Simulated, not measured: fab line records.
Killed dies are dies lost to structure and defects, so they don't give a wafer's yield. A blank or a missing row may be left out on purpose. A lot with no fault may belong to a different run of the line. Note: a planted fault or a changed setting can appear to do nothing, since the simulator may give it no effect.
Comparing a struck lot with a sound one + flow nandHarc + 15 steps out of a route of 1159
Sound: these wafers, L573.1, L573.2, L573.4. Struck: wafer L594.1 (L594.3, L594.4, from the same lot, were not struck and are left out); the cause is given at the end.
For every step that has rows: the tool of each side, followed by ch and its chambers, followed by its first start. Under that, the readings that differ: sound wafers + struck wafers + difference of the means + sigmas: that difference in standard deviations of wafers without a fault.
alike: same words and numbers on both sides, and readings whose means sit less than 2 such deviations apart. not compared: any withheld reading, any reading some wafer has no value for, any bound like >300 that may hide the same value, and any number with overlapping values for which the record gives no deviation.
The two part at a step that has a row with sigmas, a row that says differs or no value, or rows on one side only. Numbers that don't overlap but have no deviation are shown without sigmas and don't part them. Lack of a reading on every wafer of one side parts them only where that side has two or more wafers.

first, 4 steps without rows for these wafers: NHARC_P_M2_EBR_05; NHARC_P_M2_EXPOSE_06 (exposes mask P M2, target cd 170 nm); NHARC_P_M2_PEB_07 (peb time 65 s); NHARC_P_M2_DEVELOP_08 (develop time 35 s).
NHARC_P_M2_CD_MEAS_09: target cd 170 nm.
  sound on cdSem-02 ch 0, day 5 20:04; struck on cdSem-02 ch 0, day 11 06:08
  alike: cdNm
NHARC_P_M2_OVL_MEAS_10: pitch 340 nm.
  sound: overlay-01 at day 5 20:10; struck: overlay-01 at day 11 06:13
  alike: overlayXNm, overlayYNm
NHARC_P_M2_INSPECT_11:
  sound: defectInspect-02 at day 5 20:11; struck: defectInspect-02 at day 11 06:15
  alike: rawDefectCount
NHARC_P_M2_DESCUM_14: chemistry O2, time 3 s.
  sound on rieDiel-07 ch 0,1,3, day 5 20:16; struck on rieDiel-07 ch 0, day 11 06:19
| reading             | sound | struck | difference | sigmas |
|---------------------|-------|--------|------------|--------|
| rfHoursCounterH (h) | 2 2 2 | 0      | -2         |        |
  alike: drypumpMotorCurrentA, oesProductAu, rfVppV, showerheadPlenumPTorr, throttleValvePct
NHARC_P_M2_ETCH_35: etches the open film in N2/H2, target depth 40 nm, overetch 12 nm, time 43.94 s.
  sound on rieDiel-07 ch 0,2,3, day 5 20:20; struck on rieDiel-07 ch 1, day 11 06:24
| reading                  | sound             | struck | difference | sigmas |
|--------------------------|-------------------|--------|------------|--------|
| drypumpMotorCurrentA (A) | 6.5 6.0 5.4       | 4.7    | -1.3       | -2     |
| rfHoursCounterH (h)      | 2 2 2             | 0      | -2         |        |
| rfVppV (V)               | 431.7 432.2 431.2 | 425.8  | -5.9       | -2     |
  alike: oesProductAu, runLengthS, showerheadPlenumPTorr, throttleValvePct
NHARC_P_M2_ETCH_15: etches the open film in C4F8/Ar, target depth 182.5 nm, time 91.2 s.
  sound: rieDiel-07 ch 0,2,3; struck: rieDiel-07 ch 0
| reading             | sound | struck | difference | sigmas |
|---------------------|-------|--------|------------|--------|
| rfHoursCounterH (h) | 2 2 2 | 0      | -2         |        |
  alike: oesProductAu, rfVppV, runLengthS
NHARC_P_M2_CD_MEAS_16:
  sound: cdSem-01 at day 5 20:34; struck: cdSem-01 at day 11 06:37
  alike: cdNm
NHARC_P_M2_STRIP_18: strips in N2/H2.
  sound on rieDiel-07 ch 0,1,3, day 5 20:38; struck on rieDiel-07 ch 0, day 11 06:43
| reading             | sound | struck | difference | sigmas |
|---------------------|-------|--------|------------|--------|
| rfHoursCounterH (h) | 2 2 2 | 0      | -2         |        |
  alike: drypumpMotorCurrentA, oesProductAu, rfVppV, showerheadPlenumPTorr, throttleValvePct
NHARC_P_M2_ETCH_28: etches the open film in CF4/N2, target depth 30 nm, time 72.99 s.
  sound on rieDiel-07 ch 0,1,3, day 5 20:53; struck on rieDiel-07 ch 3, day 11 06:56
| reading             | sound          | struck | difference | sigmas |
|---------------------|----------------|--------|------------|--------|
| rfHoursCounterH (h) | 2 2 2          | 0      | -2         |        |
| runLengthS (s)      | 94.1 94.4 94.5 | 80.1   | -14.2      | -36    |
  alike: drypumpMotorCurrentA, oesProductAu, rfVppV, showerheadPlenumPTorr, throttleValvePct
then, 1 step without rows for these wafers: NHARC_P_M2_STRIP_19 (strips in post etch residue remover, time 600 s).
-- jump in the record: it breaks off in module P_M2 and resumes in module END (first step shown: number 1159 of the route), and 13 days separate the struck wafers' starts before and after --
NHARC_END_SORT_01:
  sound on prober-01 ch 0, day 19 16:45; struck on prober-02 ch 0, day 24 12:47
  alike: defectLimitedYield, killedAtArray, killedAtOther, killedAtPeriphery, killedDies, killedOpen, killedShort, sort_bin_2_pct, sort_bin_3_pct, sort_bin_4_pct, sortNPass, sortRimYieldPct, sortYieldPct

== WHERE THEY PART ==
Earliest at NHARC_P_M2_ETCH_35; latest, in this record, at NHARC_P_M2_ETCH_28. Later steps at which nothing parts them and some readings are alike: NHARC_END_SORT_01.

WHY: what the simulator had put in
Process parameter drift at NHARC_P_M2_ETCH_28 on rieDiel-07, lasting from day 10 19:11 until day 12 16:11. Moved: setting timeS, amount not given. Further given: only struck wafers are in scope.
